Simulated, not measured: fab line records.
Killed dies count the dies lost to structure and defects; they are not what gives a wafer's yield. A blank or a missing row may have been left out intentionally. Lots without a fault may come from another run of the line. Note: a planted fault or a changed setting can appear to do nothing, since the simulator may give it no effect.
Which of the tools did it? || flow nand-harc || Sampling: 24 lots, 72 wafers, 5 of 1159 route steps

== WHAT EACH GAUGE READ, for each wafer ==
NHARC_A_CONTACT_CD_MEAS_80. Usual: cd-nm 189.8 nm, standard deviation 0.74.
{"lot": "L074", "measured": "day 16 19:20", "on": "cd-sem-01", "cd-nm (nm)": "189.8 189.4 189.5", "flag": ""}
{"lot": "L075", "measured": "day 16 21:26", "on": "cd-sem-03", "cd-nm (nm)": "189.9 189.4 190.1", "flag": ""}
{"lot": "L076", "measured": "day 16 20:57", "on": "cd-sem-02", "cd-nm (nm)": "189.7 190.4 190.3", "flag": ""}
{"lot": "L079", "measured": "day 17 13:11", "on": "cd-sem-03", "cd-nm (nm)": "189.0 189.6 190.3", "flag": ""}
{"lot": "L077", "measured": "day 17 06:43", "on": "cd-sem-03", "cd-nm (nm)": "190.0 190.1 190.0", "flag": ""}
{"lot": "L078", "measured": "day 17 16:53", "on": "cd-sem-03", "cd-nm (nm)": "189.6 188.6 189.0", "flag": ""}
{"lot": "L080", "measured": "day 17 23:09", "on": "cd-sem-01", "cd-nm (nm)": "189.5 188.9 189.7", "flag": ""}
{"lot": "L081", "measured": "day 18 10:55", "on": "cd-sem-02", "cd-nm (nm)": "190.3 189.8 191.0", "flag": ""}
{"lot": "L084", "measured": "day 19 03:19", "on": "cd-sem-01", "cd-nm (nm)": "190.4 189.4 189.6", "flag": ""}
{"lot": "L082", "measured": "day 18 23:10", "on": "cd-sem-03", "cd-nm (nm)": "189.9 189.6 189.5", "flag": ""}
{"lot": "L083", "measured": "day 19 04:32", "on": "cd-sem-02", "cd-nm (nm)": "190.1 189.0 190.3", "flag": ""}
{"lot": "L087", "measured": "day 19 13:30", "on": "cd-sem-02", "cd-nm (nm)": "189.7 188.7 189.1", "flag": ""}
{"lot": "L086", "measured": "day 19 17:52", "on": "cd-sem-02", "cd-nm (nm)": "189.5 189.0 189.7", "flag": ""}
{"lot": "L088", "measured": "day 19 13:11", "on": "cd-sem-02", "cd-nm (nm)": "190.2 189.8 190.0", "flag": ""}
{"lot": "L085", "measured": "day 20 03:40", "on": "cd-sem-01", "cd-nm (nm)": "191.1 190.3 191.0", "flag": ""}
{"lot": "L089", "measured": "day 20 03:44", "on": "cd-sem-03", "cd-nm (nm)": "190.7 189.7 190.6", "flag": ""}
{"lot": "L090", "measured": "day 20 17:11", "on": "cd-sem-02", "cd-nm (nm)": "187.6 188.2 188.4", "flag": ""}
{"lot": "L091", "measured": "day 20 13:05", "on": "cd-sem-01", "cd-nm (nm)": "190.3 190.5 190.0", "flag": ""}
{"lot": "L093", "measured": "day 21 07:13", "on": "cd-sem-01", "cd-nm (nm)": "190.1 190.1 190.2", "flag": ""}
{"lot": "L092", "measured": "day 21 07:26", "on": "cd-sem-03", "cd-nm (nm)": "189.2 188.1 189.0", "flag": ""}
{"lot": "L094", "measured": "day 21 18:11", "on": "cd-sem-03", "cd-nm (nm)": "190.1 190.4 189.7", "flag": ""}
{"lot": "L097", "measured": "day 22 10:22", "on": "cd-sem-02", "cd-nm (nm)": "189.2 190.0 189.7", "flag": ""}
{"lot": "L095", "measured": "day 23 01:45", "on": "cd-sem-01", "cd-nm (nm)": "191.7 191.0 191.1", "flag": ""}
{"lot": "L096", "measured": "day 23 07:23", "on": "cd-sem-02", "cd-nm (nm)": "191.4 190.8 191.1", "flag": ""}

== WHAT TOOL EACH LOT RAN ON (gives the tool, then ch and the chambers of the sampled wafers, and finally the start) ==
{"lot": "L074", "NHARC_A_SGD_CUT_ETCH_58": "rie-diel-03 ch 1,2,3, day 13 22:53", "NHARC_A_CONTACT_ETCH_49": "rie-diel-06 ch 0,2,3, day 16 09:58 or earlier", "NHARC_A_CONTACT_ETCH_121": "har-cap-etch-03 ch 0,1, day 16 09:58", "NHARC_A_CONTACT_ETCH_130": "har-cap-etch-03 ch 0,1, day 16 18:10"}
{"lot": "L075", "NHARC_A_SGD_CUT_ETCH_58": "rie-diel-07 ch 0,1,2, day 13 23:02", "NHARC_A_CONTACT_ETCH_49": "rie-diel-08 ch 1,2,3, day 16 09:13 or earlier", "NHARC_A_CONTACT_ETCH_121": "har-cap-etch-02 ch 0,1, day 16 09:13", "NHARC_A_CONTACT_ETCH_130": "har-cap-etch-02 ch 0,1, day 16 20:08"}
{"lot": "L076", "NHARC_A_SGD_CUT_ETCH_58": "rie-diel-12 ch 0,2,3, day 13 23:05", "NHARC_A_CONTACT_ETCH_49": "rie-diel-08 ch 0,3, day 16 11:56 or earlier", "NHARC_A_CONTACT_ETCH_121": "har-cap-etch-01 ch 0,1, day 16 11:56", "NHARC_A_CONTACT_ETCH_130": "har-cap-etch-01 ch 0,1, day 16 19:46"}
{"lot": "L079", "NHARC_A_SGD_CUT_ETCH_58": "rie-diel-07 ch 2,3, day 14 13:12", "NHARC_A_CONTACT_ETCH_49": "rie-diel-08 ch 1,3, day 17 03:44 or earlier", "NHARC_A_CONTACT_ETCH_121": "har-cap-etch-01 ch 0,1, day 17 03:44", "NHARC_A_CONTACT_ETCH_130": "har-cap-etch-02 ch 0,1, day 17 11:57"}
{"lot": "L077", "NHARC_A_SGD_CUT_ETCH_58": "rie-diel-03 ch 1,2,3, day 14 13:49", "NHARC_A_CONTACT_ETCH_49": "rie-diel-08 ch 0,2,3, day 16 22:19 or earlier", "NHARC_A_CONTACT_ETCH_121": "har-cap-etch-03 ch 1, day 16 22:19", "NHARC_A_CONTACT_ETCH_130": "har-cap-etch-02 ch 0,1, day 17 05:29"}
{"lot": "L078", "NHARC_A_SGD_CUT_ETCH_58": "rie-diel-07 ch 0,1,3, day 14 20:40", "NHARC_A_CONTACT_ETCH_49": "rie-diel-08 ch 0,1,3, day 17 08:26 or earlier", "NHARC_A_CONTACT_ETCH_121": "har-cap-etch-03 ch 0,1, day 17 08:26", "NHARC_A_CONTACT_ETCH_130": "har-cap-etch-01 ch 0,1, day 17 15:40"}
{"lot": "L080", "NHARC_A_SGD_CUT_ETCH_58": "rie-diel-07 ch 2,3, day 15 05:20", "NHARC_A_CONTACT_ETCH_49": "rie-diel-04 ch 1,2,3, day 17 13:50 or earlier", "NHARC_A_CONTACT_ETCH_121": "har-cap-etch-03 ch 0,1, day 17 13:50", "NHARC_A_CONTACT_ETCH_130": "har-cap-etch-03 ch 0,1, day 17 21:53"}
{"lot": "L081", "NHARC_A_SGD_CUT_ETCH_58": "rie-diel-03 ch 0,1,3, day 15 14:29", "NHARC_A_CONTACT_ETCH_49": "rie-diel-08 ch 1,3, day 18 00:55 or earlier", "NHARC_A_CONTACT_ETCH_121": "har-cap-etch-03 ch 0,1, day 18 00:55", "NHARC_A_CONTACT_ETCH_130": "har-cap-etch-01 ch 0,1, day 18 09:44"}
{"lot": "L084", "NHARC_A_SGD_CUT_ETCH_58": "rie-diel-07 ch 0,1,2, day 16 00:23", "NHARC_A_CONTACT_ETCH_49": "rie-diel-08 ch 1,2,3, day 18 17:58 or earlier", "NHARC_A_CONTACT_ETCH_121": "har-cap-etch-01 ch 0,1, day 18 17:58", "NHARC_A_CONTACT_ETCH_130": "har-cap-etch-01 ch 0,1, day 19 01:47"}
{"lot": "L082", "NHARC_A_SGD_CUT_ETCH_58": "rie-diel-12 ch 1,2,3, day 16 00:34", "NHARC_A_CONTACT_ETCH_49": "rie-diel-08 ch 1,2,3, day 18 14:38 or earlier", "NHARC_A_CONTACT_ETCH_121": "har-cap-etch-03 ch 0,1, day 18 14:38", "NHARC_A_CONTACT_ETCH_130": "har-cap-etch-02 ch 0,1, day 18 21:56"}
{"lot": "L083", "NHARC_A_SGD_CUT_ETCH_58": "rie-diel-12 ch 0,2,3, day 16 00:35", "NHARC_A_CONTACT_ETCH_49": "rie-diel-04 ch 0,1,2, day 18 20:36 or earlier", "NHARC_A_CONTACT_ETCH_121": "har-cap-etch-03 ch 0,1, day 18 20:36", "NHARC_A_CONTACT_ETCH_130": "har-cap-etch-03 ch 0,1, day 19 03:16"}
{"lot": "L087", "NHARC_A_SGD_CUT_ETCH_58": "rie-diel-03 ch 1,2,3, day 16 22:25", "NHARC_A_CONTACT_ETCH_49": "rie-diel-06 ch 0,1,3, day 19 04:43 or earlier", "NHARC_A_CONTACT_ETCH_121": "har-cap-etch-01 ch 0,1, day 19 04:43", "NHARC_A_CONTACT_ETCH_130": "har-cap-etch-03 ch 0,1, day 19 12:19"}
{"lot": "L086", "NHARC_A_SGD_CUT_ETCH_58": "rie-diel-07 ch 1,3, day 16 22:44", "NHARC_A_CONTACT_ETCH_49": "rie-diel-06 ch 1,2,3, day 19 09:33 or earlier", "NHARC_A_CONTACT_ETCH_121": "har-cap-etch-01 ch 0,1, day 19 09:33", "NHARC_A_CONTACT_ETCH_130": "har-cap-etch-01 ch 0,1, day 19 16:17"}
{"lot": "L088", "NHARC_A_SGD_CUT_ETCH_58": "rie-diel-03 ch 1,2,3, day 16 23:01", "NHARC_A_CONTACT_ETCH_49": "rie-diel-08 ch 0,2, day 19 04:31 or earlier", "NHARC_A_CONTACT_ETCH_121": "har-cap-etch-02 ch 1, day 19 04:31", "NHARC_A_CONTACT_ETCH_130": "har-cap-etch-02 ch 1, day 19 11:58"}
{"lot": "L085", "NHARC_A_SGD_CUT_ETCH_58": "rie-diel-07 ch 1,2,3, day 17 08:28", "NHARC_A_CONTACT_ETCH_49": "rie-diel-06 ch 0,1,2, day 19 19:04 or earlier", "NHARC_A_CONTACT_ETCH_121": "har-cap-etch-03 ch 0,1, day 19 19:04", "NHARC_A_CONTACT_ETCH_130": "har-cap-etch-01 ch 0,1, day 20 02:25"}
{"lot": "L089", "NHARC_A_SGD_CUT_ETCH_58": "rie-diel-07 ch 1,2,3, day 17 08:52", "NHARC_A_CONTACT_ETCH_49": "rie-diel-08 ch 2,3, day 19 18:51 or earlier", "NHARC_A_CONTACT_ETCH_121": "har-cap-etch-02 ch 0,1, day 19 18:51", "NHARC_A_CONTACT_ETCH_130": "har-cap-etch-03 ch 0,1, day 20 02:19"}
{"lot": "L090", "NHARC_A_SGD_CUT_ETCH_58": "rie-diel-12 ch 1,2,3, day 17 20:45", "NHARC_A_CONTACT_ETCH_49": "rie-diel-08 ch 0,1,2, day 20 06:59 or earlier", "NHARC_A_CONTACT_ETCH_121": "har-cap-etch-01 ch 0,1, day 20 06:59", "NHARC_A_CONTACT_ETCH_130": "har-cap-etch-03 ch 0, day 20 15:40"}
{"lot": "L091", "NHARC_A_SGD_CUT_ETCH_58": "rie-diel-03 ch 1,2,3, day 17 21:04", "NHARC_A_CONTACT_ETCH_49": "rie-diel-08 ch 0,1,3, day 20 05:20 or earlier", "NHARC_A_CONTACT_ETCH_121": "har-cap-etch-02 ch 0,1, day 20 05:20", "NHARC_A_CONTACT_ETCH_130": "har-cap-etch-01 ch 0,1, day 20 11:55"}
{"lot": "L093", "NHARC_A_SGD_CUT_ETCH_58": "rie-diel-12 ch 0,2,3, day 18 12:37", "NHARC_A_CONTACT_ETCH_49": "rie-diel-06 ch 0,2,3, day 20 19:25 or earlier", "NHARC_A_CONTACT_ETCH_121": "har-cap-etch-01 ch 0,1, day 20 19:25", "NHARC_A_CONTACT_ETCH_130": "har-cap-etch-01 ch 0,1, day 21 05:59"}
{"lot": "L092", "NHARC_A_SGD_CUT_ETCH_58": "rie-diel-03 ch 1,2,3, day 18 12:56", "NHARC_A_CONTACT_ETCH_49": "rie-diel-06 ch 1,2,3, day 20 20:38 or earlier", "NHARC_A_CONTACT_ETCH_121": "har-cap-etch-03 ch 0,1, day 20 20:38", "NHARC_A_CONTACT_ETCH_130": "har-cap-etch-03 ch 0,1, day 21 06:16"}
{"lot": "L094", "NHARC_A_SGD_CUT_ETCH_58": "rie-diel-07 ch 0,2,3, day 18 20:15", "NHARC_A_CONTACT_ETCH_49": "rie-diel-08 ch 2,3, day 21 10:13 or earlier", "NHARC_A_CONTACT_ETCH_121": "har-cap-etch-02 ch 0,1, day 21 10:13", "NHARC_A_CONTACT_ETCH_130": "har-cap-etch-02 ch 0,1, day 21 17:01"}
{"lot": "L097", "NHARC_A_SGD_CUT_ETCH_58": "rie-diel-07 ch 0,1,2, day 19 14:53", "NHARC_A_CONTACT_ETCH_49": "rie-diel-08 ch 1,2,3, day 22 00:58 or earlier", "NHARC_A_CONTACT_ETCH_121": "har-cap-etch-03 ch 0,1, day 22 00:58", "NHARC_A_CONTACT_ETCH_130": "har-cap-etch-02 ch 0,1, day 22 09:05"}
{"lot": "L095", "NHARC_A_SGD_CUT_ETCH_58": "rie-diel-12 ch 0,3, day 20 00:58", "NHARC_A_CONTACT_ETCH_49": "rie-diel-08 ch 1,2, day 22 15:47 or earlier", "NHARC_A_CONTACT_ETCH_121": "har-cap-etch-02 ch 0,1, day 22 15:47", "NHARC_A_CONTACT_ETCH_130": "har-cap-etch-03 ch 0,1, day 23 00:34"}
{"lot": "L096", "NHARC_A_SGD_CUT_ETCH_58": "rie-diel-03 ch 1,2,3, day 20 01:28", "NHARC_A_CONTACT_ETCH_49": "rie-diel-08 ch 0,2, day 22 19:56 or earlier", "NHARC_A_CONTACT_ETCH_121": "har-cap-etch-02 ch 0,1, day 22 19:56", "NHARC_A_CONTACT_ETCH_130": "har-cap-etch-02 ch 0,1, day 23 06:06"}
- NHARC_A_SGD_CUT_ETCH_58: etches the open film in CF4, target depth 39 nm, time 65 s.
- NHARC_A_CONTACT_ETCH_49: etches the open film in N2/H2, target depth 260 nm, time 475.3 s.
- NHARC_A_CONTACT_ETCH_121: etches the open film in C4F8/O2/Ar, time 94 s, target depth 922 nm.
- NHARC_A_CONTACT_ETCH_130: etches the open film in C4F8/O2/Ar, time 155 s, target depth 956 nm.

== AS READ BY THE TOOLS THEMSELVES (means over the sampled wafers that have a number; for cases with no such wafer, the mark the record gives instead) ==
NHARC_A_SGD_CUT_ETCH_58. Usual: drypump-motor-current-A 5.8 A, standard deviation 0.52; oes-product-au 0.998 a.u., standard deviation 0.011; rf-vpp-V 150.8 V, standard deviation 1.2; showerhead-plenum-p-Torr 1.74 Torr, standard deviation 0.07; throttle-valve-pct 13.283 %, standard deviation 0.0083.
{"lot": "L074", "tool": "rie-diel-03", "drypump-motor-current-A (A)": 5.8, "oes-product-au (a.u.)": 1.002, "rf-vpp-V (V)": 150.7, "showerhead-plenum-p-Torr (Torr)": 1.79, "throttle-valve-pct (%)": 13.282, "flag": ""}
{"lot": "L075", "tool": "rie-diel-07", "drypump-motor-current-A (A)": 5.9, "oes-product-au (a.u.)": 1.004, "rf-vpp-V (V)": 151.2, "showerhead-plenum-p-Torr (Torr)": 1.74, "throttle-valve-pct (%)": 13.291, "flag": ""}
{"lot": "L076", "tool": "rie-diel-12", "drypump-motor-current-A (A)": 5.6, "oes-product-au (a.u.)": 1.001, "rf-vpp-V (V)": 151.0, "showerhead-plenum-p-Torr (Torr)": 1.74, "throttle-valve-pct (%)": 13.283, "flag": ""}
{"lot": "L079", "tool": "rie-diel-07", "drypump-motor-current-A (A)": 6.5, "oes-product-au (a.u.)": 0.996, "rf-vpp-V (V)": 150.1, "showerhead-plenum-p-Torr (Torr)": 1.72, "throttle-valve-pct (%)": 13.280, "flag": ""}
{"lot": "L077", "tool": "rie-diel-03", "drypump-motor-current-A (A)": 5.8, "oes-product-au (a.u.)": 0.997, "rf-vpp-V (V)": 151.1, "showerhead-plenum-p-Torr (Torr)": 1.79, "throttle-valve-pct (%)": 13.274, "flag": ""}
{"lot": "L078", "tool": "rie-diel-07", "drypump-motor-current-A (A)": 5.8, "oes-product-au (a.u.)": 1.003, "rf-vpp-V (V)": 150.3, "showerhead-plenum-p-Torr (Torr)": 1.72, "throttle-valve-pct (%)": 13.276, "flag": ""}
{"lot": "L080", "tool": "rie-diel-07", "drypump-motor-current-A (A)": 6.6, "oes-product-au (a.u.)": 1.005, "rf-vpp-V (V)": 151.1, "showerhead-plenum-p-Torr (Torr)": 1.72, "throttle-valve-pct (%)": 13.280, "flag": ""}
{"lot": "L081", "tool": "rie-diel-03", "drypump-motor-current-A (A)": 5.5, "oes-product-au (a.u.)": 0.988, "rf-vpp-V (V)": 151.2, "showerhead-plenum-p-Torr (Torr)": 1.74, "throttle-valve-pct (%)": 13.286, "flag": ""}
{"lot": "L084", "tool": "rie-diel-07", "drypump-motor-current-A (A)": 5.9, "oes-product-au (a.u.)": 1.011, "rf-vpp-V (V)": 151.2, "showerhead-plenum-p-Torr (Torr)": 1.74, "throttle-valve-pct (%)": 13.276, "flag": ""}
{"lot": "L082", "tool": "rie-diel-12", "drypump-motor-current-A (A)": 5.5, "oes-product-au (a.u.)": 1.002, "rf-vpp-V (V)": 151.0, "showerhead-plenum-p-Torr (Torr)": 1.76, "throttle-valve-pct (%)": 13.280, "flag": ""}
{"lot": "L083", "tool": "rie-diel-12", "drypump-motor-current-A (A)": 5.6, "oes-product-au (a.u.)": 0.998, "rf-vpp-V (V)": 150.4, "showerhead-plenum-p-Torr (Torr)": 1.74, "throttle-valve-pct (%)": 13.288, "flag": ""}
{"lot": "L087", "tool": "rie-diel-03", "drypump-motor-current-A (A)": 5.8, "oes-product-au (a.u.)": 0.982, "rf-vpp-V (V)": 150.7, "showerhead-plenum-p-Torr (Torr)": 1.78, "throttle-valve-pct (%)": 13.280, "flag": ""}
{"lot": "L086", "tool": "rie-diel-07", "drypump-motor-current-A (A)": 6.0, "oes-product-au (a.u.)": 0.994, "rf-vpp-V (V)": 150.4, "showerhead-plenum-p-Torr (Torr)": 1.67, "throttle-valve-pct (%)": 13.286, "flag": ""}
{"lot": "L088", "tool": "rie-diel-03", "drypump-motor-current-A (A)": 5.8, "oes-product-au (a.u.)": 0.977, "rf-vpp-V (V)": 150.7, "showerhead-plenum-p-Torr (Torr)": 1.78, "throttle-valve-pct (%)": 13.282, "flag": ""}
{"lot": "L085", "tool": "rie-diel-07", "drypump-motor-current-A (A)": 6.3, "oes-product-au (a.u.)": 1.003, "rf-vpp-V (V)": 150.4, "showerhead-plenum-p-Torr (Torr)": 1.70, "throttle-valve-pct (%)": 13.290, "flag": ""}
{"lot": "L089", "tool": "rie-diel-07", "drypump-motor-current-A (A)": 6.3, "oes-product-au (a.u.)": 1.003, "rf-vpp-V (V)": 150.1, "showerhead-plenum-p-Torr (Torr)": 1.70, "throttle-valve-pct (%)": 13.277, "flag": ""}
{"lot": "L090", "tool": "rie-diel-12", "drypump-motor-current-A (A)": 5.4, "oes-product-au (a.u.)": 0.996, "rf-vpp-V (V)": 151.9, "showerhead-plenum-p-Torr (Torr)": 1.76, "throttle-valve-pct (%)": 13.289, "flag": ""}
{"lot": "L091", "tool": "rie-diel-03", "drypump-motor-current-A (A)": 5.8, "oes-product-au (a.u.)": 0.997, "rf-vpp-V (V)": 151.4, "showerhead-plenum-p-Torr (Torr)": 1.78, "throttle-valve-pct (%)": 13.279, "flag": ""}
{"lot": "L093", "tool": "rie-diel-12", "drypump-motor-current-A (A)": 5.6, "oes-product-au (a.u.)": 0.992, "rf-vpp-V (V)": 151.1, "showerhead-plenum-p-Torr (Torr)": 1.74, "throttle-valve-pct (%)": 13.287, "flag": ""}
{"lot": "L092", "tool": "rie-diel-03", "drypump-motor-current-A (A)": 5.8, "oes-product-au (a.u.)": 0.997, "rf-vpp-V (V)": 151.7, "showerhead-plenum-p-Torr (Torr)": 1.78, "throttle-valve-pct (%)": 13.280, "flag": ""}
{"lot": "L094", "tool": "rie-diel-07", "drypump-motor-current-A (A)": 6.2, "oes-product-au (a.u.)": 1.001, "rf-vpp-V (V)": 150.9, "showerhead-plenum-p-Torr (Torr)": 1.75, "throttle-valve-pct (%)": 13.288, "flag": ""}
{"lot": "L097", "tool": "rie-diel-07", "drypump-motor-current-A (A)": 5.9, "oes-product-au (a.u.)": 0.997, "rf-vpp-V (V)": 150.8, "showerhead-plenum-p-Torr (Torr)": 1.74, "throttle-valve-pct (%)": 13.288, "flag": ""}
{"lot": "L095", "tool": "rie-diel-12", "drypump-motor-current-A (A)": 5.5, "oes-product-au (a.u.)": 0.998, "rf-vpp-V (V)": 149.2, "showerhead-plenum-p-Torr (Torr)": 1.67, "throttle-valve-pct (%)": 13.289, "flag": ""}
{"lot": "L096", "tool": "rie-diel-03", "drypump-motor-current-A (A)": 5.8, "oes-product-au (a.u.)": 1.011, "rf-vpp-V (V)": 151.5, "showerhead-plenum-p-Torr (Torr)": 1.78, "throttle-valve-pct (%)": 13.276, "flag": ""}

NHARC_A_CONTACT_ETCH_49. Usual: drypump-motor-current-A 5.8 A, standard deviation 0.49; oes-product-au 1.001 a.u., standard deviation 0.011; rf-vpp-V 429.8 V, standard deviation 2.9; showerhead-plenum-p-Torr 2.02 Torr, standard deviation 0.1; throttle-valve-pct 14.171 %, standard deviation 0.0094.
{"lot": "L074", "tool": "rie-diel-06", "drypump-motor-current-A (A)": 5.7, "oes-product-au (a.u.)": 1.001, "rf-vpp-V (V)": 427.9, "showerhead-plenum-p-Torr (Torr)": 1.97, "throttle-valve-pct (%)": 14.163, "flag": ""}
{"lot": "L075", "tool": "rie-diel-08", "drypump-motor-current-A (A)": 5.7, "oes-product-au (a.u.)": 0.997, "rf-vpp-V (V)": 429.7, "showerhead-plenum-p-Torr (Torr)": 2.03, "throttle-valve-pct (%)": 14.171, "flag": ""}
{"lot": "L076", "tool": "rie-diel-08", "drypump-motor-current-A (A)": 6.3, "oes-product-au (a.u.)": 1.011, "rf-vpp-V (V)": 429.0, "showerhead-plenum-p-Torr (Torr)": 1.96, "throttle-valve-pct (%)": 14.175, "flag": ""}
{"lot": "L079", "tool": "rie-diel-08", "drypump-motor-current-A (A)": 6.1, "oes-product-au (a.u.)": 0.993, "rf-vpp-V (V)": 428.1, "showerhead-plenum-p-Torr (Torr)": 1.97, "throttle-valve-pct (%)": 14.175, "flag": ""}
{"lot": "L077", "tool": "rie-diel-08", "drypump-motor-current-A (A)": 5.8, "oes-product-au (a.u.)": 1.008, "rf-vpp-V (V)": 430.9, "showerhead-plenum-p-Torr (Torr)": 2.02, "throttle-valve-pct (%)": 14.168, "flag": ""}
{"lot": "L078", "tool": "rie-diel-08", "drypump-motor-current-A (A)": 6.2, "oes-product-au (a.u.)": 0.995, "rf-vpp-V (V)": 428.3, "showerhead-plenum-p-Torr (Torr)": 1.96, "throttle-valve-pct (%)": 14.169, "flag": ""}
{"lot": "L080", "tool": "rie-diel-04", "drypump-motor-current-A (A)": 5.7, "oes-product-au (a.u.)": 0.993, "rf-vpp-V (V)": 432.0, "showerhead-plenum-p-Torr (Torr)": 2.10, "throttle-valve-pct (%)": 14.172, "flag": ""}
{"lot": "L081", "tool": "rie-diel-08", "drypump-motor-current-A (A)": 6.2, "oes-product-au (a.u.)": 0.993, "rf-vpp-V (V)": 429.3, "showerhead-plenum-p-Torr (Torr)": 1.97, "throttle-valve-pct (%)": 14.169, "flag": ""}
{"lot": "L084", "tool": "rie-diel-08", "drypump-motor-current-A (A)": 5.7, "oes-product-au (a.u.)": 0.999, "rf-vpp-V (V)": 429.8, "showerhead-plenum-p-Torr (Torr)": 2.03, "throttle-valve-pct (%)": 14.172, "flag": ""}
{"lot": "L082", "tool": "rie-diel-08", "drypump-motor-current-A (A)": 5.7, "oes-product-au (a.u.)": 0.993, "rf-vpp-V (V)": 430.8, "showerhead-plenum-p-Torr (Torr)": 2.03, "throttle-valve-pct (%)": 14.170, "flag": ""}
{"lot": "L083", "tool": "rie-diel-04", "drypump-motor-current-A (A)": 5.6, "oes-product-au (a.u.)": 0.995, "rf-vpp-V (V)": 432.4, "showerhead-plenum-p-Torr (Torr)": 2.08, "throttle-valve-pct (%)": 14.169, "flag": ""}
{"lot": "L087", "tool": "rie-diel-06", "drypump-motor-current-A (A)": 5.9, "oes-product-au (a.u.)": 0.996, "rf-vpp-V (V)": 432.0, "showerhead-plenum-p-Torr (Torr)": 2.07, "throttle-valve-pct (%)": 14.169, "flag": ""}
{"lot": "L086", "tool": "rie-diel-06", "drypump-motor-current-A (A)": 5.9, "oes-product-au (a.u.)": 1.001, "rf-vpp-V (V)": 427.9, "showerhead-plenum-p-Torr (Torr)": 1.96, "throttle-valve-pct (%)": 14.171, "flag": ""}
{"lot": "L088", "tool": "rie-diel-08", "drypump-motor-current-A (A)": 5.4, "oes-product-au (a.u.)": 1.006, "rf-vpp-V (V)": 432.8, "showerhead-plenum-p-Torr (Torr)": 2.09, "throttle-valve-pct (%)": 14.168, "flag": ""}
{"lot": "L085", "tool": "rie-diel-06", "drypump-motor-current-A (A)": 5.8, "oes-product-au (a.u.)": 0.999, "rf-vpp-V (V)": 428.8, "showerhead-plenum-p-Torr (Torr)": 2.00, "throttle-valve-pct (%)": 14.177, "flag": ""}
{"lot": "L089", "tool": "rie-diel-08", "drypump-motor-current-A (A)": 5.8, "oes-product-au (a.u.)": 1.003, "rf-vpp-V (V)": 429.9, "showerhead-plenum-p-Torr (Torr)": 2.01, "throttle-valve-pct (%)": 14.171, "flag": ""}
{"lot": "L090", "tool": "rie-diel-08", "drypump-motor-current-A (A)": 5.8, "oes-product-au (a.u.)": 0.995, "rf-vpp-V (V)": 430.6, "showerhead-plenum-p-Torr (Torr)": 2.03, "throttle-valve-pct (%)": 14.174, "flag": ""}
{"lot": "L091", "tool": "rie-diel-08", "drypump-motor-current-A (A)": 6.2, "oes-product-au (a.u.)": 0.997, "rf-vpp-V (V)": 429.4, "showerhead-plenum-p-Torr (Torr)": 1.96, "throttle-valve-pct (%)": 14.175, "flag": ""}
{"lot": "L093", "tool": "rie-diel-06", "drypump-motor-current-A (A)": 5.7, "oes-product-au (a.u.)": 0.997, "rf-vpp-V (V)": 430.5, "showerhead-plenum-p-Torr (Torr)": 2.06, "throttle-valve-pct (%)": 14.177, "flag": ""}
{"lot": "L092", "tool": "rie-diel-06", "drypump-motor-current-A (A)": 5.9, "oes-product-au (a.u.)": 0.993, "rf-vpp-V (V)": 428.2, "showerhead-plenum-p-Torr (Torr)": 1.96, "throttle-valve-pct (%)": 14.172, "flag": ""}
{"lot": "L094", "tool": "rie-diel-08", "drypump-motor-current-A (A)": 5.8, "oes-product-au (a.u.)": 1.013, "rf-vpp-V (V)": 429.9, "showerhead-plenum-p-Torr (Torr)": 2.01, "throttle-valve-pct (%)": 14.170, "flag": ""}
{"lot": "L097", "tool": "rie-diel-08", "drypump-motor-current-A (A)": 5.7, "oes-product-au (a.u.)": 1.002, "rf-vpp-V (V)": 430.0, "showerhead-plenum-p-Torr (Torr)": 2.02, "throttle-valve-pct (%)": 14.163, "flag": ""}
{"lot": "L095", "tool": "rie-diel-08", "drypump-motor-current-A (A)": 5.3, "oes-product-au (a.u.)": 1.014, "rf-vpp-V (V)": 432.1, "showerhead-plenum-p-Torr (Torr)": 2.10, "throttle-valve-pct (%)": 14.175, "flag": ""}
{"lot": "L096", "tool": "rie-diel-08", "drypump-motor-current-A (A)": 5.4, "oes-product-au (a.u.)": 1.005, "rf-vpp-V (V)": 432.5, "showerhead-plenum-p-Torr (Torr)": 2.09, "throttle-valve-pct (%)": 14.166, "flag": ""}

== THE ANSWER, worked out from the rows above alone ==
Rule: lot off if the mean of its wafers having a number is beyond 3 standard deviations from the usual mean. A lot without any number at a reading at which 4 lots or more have one is off too. All remaining lots with rows at the step are treated as sound. First the gauges in route order, then the tools' own readings, where a lot's mean is used as printed above. At the first step where some lot is off, the reading lying furthest off is the one used; lots without a number count as furthest.
No lot is off at any reading shown: from this, nothing can be told.

== WHAT THE SIMULATOR PUT IN ==
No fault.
